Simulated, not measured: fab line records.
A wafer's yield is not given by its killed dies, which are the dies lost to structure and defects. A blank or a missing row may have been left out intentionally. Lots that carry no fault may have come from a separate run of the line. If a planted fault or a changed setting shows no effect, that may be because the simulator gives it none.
Chamber matching    flow nandHarc    4 sister chambers for NHARC_A_STAIRCASE_DESCUM_168 on rieDiel-12
The step chemistry O2, time 3 s. 14 wafers are shown with their chamber, then 6 later ones without.

== WAFERS PAIRED WITH THEIR CHAMBERS ==
wafer   chamber  drypumpMotorCurrentA (A)  showerheadPlenumPTorr (Torr)  oesProductAu (a.u.)
L918.1  3        5.8                       1.77                          1.014
L918.2  1        5.7                       1.98                          0.988
L918.5  3        5.8                       1.77                          1.011
L919.2  0        5.9                       2.06                          0.991
L919.3  2        6.2                       1.83                          1.004
L919.6  3        5.8                       1.77                          1.007
L923.3  0        5.9                       2.06                          0.984
L923.4  1        5.8                       1.98                          0.975
L923.6  2        6.2                       1.83                          0.991
L926.2  1        5.8                       1.98                          0.982
L926.3  3        5.8                       2.08                          1.017
L926.5  1        5.8                       1.98                          0.988
L934.1  0        5.9                       2.05                          0.997
L934.3  2        6.2                       1.82                          1.013

SIGNATURES, as means of the wafers listed above
reading                chamber 0  chamber 1  chamber 2  chamber 3  scatter within a chamber
drypumpMotorCurrentA   5.900      5.775      6.200      5.800      0.0274
showerheadPlenumPTorr  2.0567     1.9800     1.8267     1.8475     0.085
oesProductAu           0.99067    0.98325    1.00267    1.01225    0.00706
Rule: a wafer's distance from a chamber is the root of the sum, over the readings, of the square of ((its reading less the chamber's mean) divided by the reading's scatter). If the next closest chamber is less than 2 further off than the closest, the wafer can't be placed; otherwise it belongs to the closest. How the scatter is found: for the shown wafers, subtract from each reading the mean of its chamber, square and add these, divide the total by (wafers less chambers), then take the root.

== WAFERS MISSING THEIR CHAMBER ==
wafer   drypumpMotorCurrentA (A)  showerheadPlenumPTorr (Torr)  oesProductAu (a.u.)
L936.1  6.2                       1.82                          1.004
L936.2  5.8                       1.97                          0.992
L936.4  5.9                       2.05                          0.989
L937.2  5.9                       2.05                          0.992
L937.3  5.8                       1.97                          0.980
L937.6  6.3                       1.82                          1.010

== THE CHAMBER EACH PASSED THROUGH ==
wafer   from the rows above      in truth
L936.1  2                        2
L936.2  can't be placed: 1 or 3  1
L936.4  0                        0
L937.2  0                        0
L937.3  1                        1
L937.6  2                        2
Correct placement for 5 of the 6. From these rows, 1 cannot be placed; in 1 the true chamber is one of the candidates. Number placed wrongly: 0.
